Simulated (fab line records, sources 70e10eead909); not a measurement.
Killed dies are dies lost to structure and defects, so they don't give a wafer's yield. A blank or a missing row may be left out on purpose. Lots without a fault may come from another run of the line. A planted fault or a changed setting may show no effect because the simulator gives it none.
Chamber matching | flow nand_harc | NHARC_THIN_TSV_DEP_47 on pecvd-04: 3 sister chambers
The step deposits SiO2, target thk 200 nm. 14 wafers are shown with their chamber, then 7 later ones without.

WAFERS WITH THEIR CHAMBER
wafer  | chamber | throttle_valve_pct (%) | rf_fwd_power_W (W)
L223.1 | 1       | 16.4                   | 901.9
L223.4 | 1       | 16.2                   | 903.8
L223.5 | 2       | 16.5                   | 896.6
L235.2 | 2       | 16.1                   | 896.1
L235.4 | 0       | 16.1                   | 897.8
L235.6 | 1       | 15.9                   | 897.3
L239.2 | 1       | 15.9                   | 895.9
L239.3 | 0       | 16.1                   | 902.3
L239.6 | 0       | 15.8                   | 896.9
L242.1 | 0       | 16.1                   | 898.5
L242.4 | 0       | 16.0                   | 898.1
L242.5 | 2       | 16.2                   | 895.4
L241.3 | 1       | 16.1                   | 896.5
L241.5 | 0       | 16.2                   | 891.5

SIGNATURES (means of the wafers above)
reading            | chamber 0 | chamber 1 | chamber 2 | scatter within a chamber
throttle_valve_pct | 16.050    | 16.100    | 16.267    | 0.181
rf_fwd_power_W     | 897.517   | 899.080   | 896.033   | 3.19
Rule: a wafer's distance from a chamber is the root of the sum, over the readings, of the square of ((its reading less the chamber's mean) divided by the reading's scatter). The wafer belongs to the nearest chamber; if the next one is less than 2 further off, it can't be placed. The scatter: the root of (the sum of the squares of (reading less its chamber's mean) over the shown wafers, divided by (wafers less chambers)).

WAFERS WITHOUT THEIR CHAMBER
wafer  | throttle_valve_pct (%) | rf_fwd_power_W (W)
L241.6 | 16.2                   | 899.8
L243.4 | 16.1                   | 900.3
L243.5 | 16.3                   | 895.9
L243.6 | 16.2                   | 893.5
L246.1 | 16.0                   | 901.5
L246.3 | 16.2                   | 897.6
L246.5 | 16.2                   | 900.7

WHICH CHAMBER EACH WENT THROUGH
wafer  | from the rows above          | in truth
L241.6 | can't be placed: 1 or 0 or 2 | 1
L243.4 | can't be placed: 1 or 0 or 2 | 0
L243.5 | can't be placed: 2 or 0 or 1 | 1
L243.6 | can't be placed: 2 or 0 or 1 | 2
L246.1 | can't be placed: 1 or 0 or 2 | 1
L246.3 | can't be placed: 2 or 1 or 0 | 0
L246.5 | can't be placed: 1 or 0 or 2 | 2
Placed correctly: 0 of 7. Can't be placed from these rows: 7 (the true chamber is among the candidates in 7). Placed wrongly: 0.
